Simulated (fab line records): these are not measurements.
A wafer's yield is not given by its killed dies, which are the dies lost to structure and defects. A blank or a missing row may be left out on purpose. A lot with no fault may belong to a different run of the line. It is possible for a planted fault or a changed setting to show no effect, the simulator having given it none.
Split-lot trial ; flow n5Finfet ; 21 wafers read across 7 lots, on a route 1938 steps long

== THE SPLIT ==
At N5_BEOL_M10_ETCH_41 (etches SiCN in CH3F/O2, target depth 42.6 nm, time 86 s), the setting sourceW was moved away from the recipe's 395 W on 6 of the 21 wafers read, by -13.8% to +17.3%. All remaining wafers had this setting at the recipe value.

The reading is taken at the split's own step.

== THE READING ==
rfVppV, in V, at N5_BEOL_M10_ETCH_41 (etches SiCN in CH3F/O2, target depth 42.6 nm, time 86 s). On this fab line, fault-free wafers typically give 297.3 V with a standard deviation of 1.5 V.

wafer;tool, chamber at the split;sourceW as run, W;against the recipe;rfVppV, V;against lot-mates on the recipe
L081.1;rieDiel-03, 0;356.9;-9.6%;307.6;+10.5
L081.2;rieDiel-03, 3;395;recipe;297.4;-
L081.6;rieDiel-03, 1;395;recipe;296.8;-
L083.1;rieDiel-05, 1;345.8;-12.5%;310.4;+13.8
L083.2;rieDiel-05, 0;395;recipe;296.5;-
L083.4;rieDiel-05, 2;395;recipe;296.7;-
L088.1;rieDiel-03, 3;395;recipe;296.4;-
L088.5;rieDiel-03, 2;395;recipe;299.1;-
L088.6;rieDiel-03, 1;395;recipe;295.6;-
L090.2;rieDiel-04, 3;422.4;+6.9%;293.4;-5.5
L090.3;rieDiel-04, 0;422.4;+6.9%;290.9;-8.0
L090.4;rieDiel-04, 1;395;recipe;298.9;-
L093.2;rieDiel-04, 2;395;recipe;296.1;-
L093.3;rieDiel-04, 0;340.6;-13.8%;312.0;+16.1
L093.4;rieDiel-04, 1;395;recipe;295.7;-
L091.2;rieDiel-05, 0;463.5;+17.3%;280.4;-16.9
L091.3;rieDiel-05, 2;395;recipe;297.5;-
L091.5;rieDiel-05, 1;395;recipe;297.1;-
L092.3;rieDiel-04, 0;395;recipe;297.9;-
L092.4;rieDiel-04, 2;395;recipe;295.6;-
L092.6;rieDiel-04, 3;395;recipe;299.2;-

THE FIT
A straight line over all 21 wafers: rfVppV changes by -0.993 V for each +1% of sourceW; r = -0.98; the points scatter about the line by 1.3 V.
The same after taking each lot's own level away (the mean of its wafers on the recipe; 21 wafers): -1.05 V for each +1%; r = -0.99; scatter 1.1 V.
That fit puts the effect of the largest move of sourceW on the reading at 18 V.
Measured against the standard deviation above, the lots' own levels, which go from 295.90 to 298.90 V, span 2.0 times it.
Hence the lot-to-lot level has little effect on the slope; both slopes agree.
Check: for one of the wafers moved furthest among these (+17.3%), held out of the fit, the line's prediction against its lot-mates is -18.9 V. Against them it came out at -16.9 V.
Tool readings at the split's step, against how far the setting was moved: rfVppV r = -0.98.

== FURTHER SPLITS ON THESE WAFERS ==
Other splits were also applied to these wafers ahead of the reading. Each is held against what the fit with the lots' levels taken away leaves over:
other split on the same wafers;wafers away from the commonest value;r with rfVppV (lot level and that fit taken away)
N5_BEOL_M9_COAT_22 spinRpm;9;+0.01
N5_BEOL_M10_TRENCH_ETCH_37 timeS;7;-0.24

== THE WHOLE CHAIN: every reading that the file lists as answering this split, in the file's order ==
step;what it does;reading;change (the file's fit);r (the file's)
N5_BEOL_M10_ETCH_41;etches SiCN in CH3F/O2, target depth 42.6 nm, time 86 s;rfVppV;-1.06 V for each +1% of the setting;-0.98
N5_BEOL_M10_ETCH_41;etches SiCN in CH3F/O2, target depth 42.6 nm, time 86 s;etch.depthNm (the simulator's own value, which no gauge read);+0.0975 nm for each +1% of the setting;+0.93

== FILE'S OWN FIT ==
rfVppV changes by -1.06 V for each +1% of sourceW, r = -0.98.
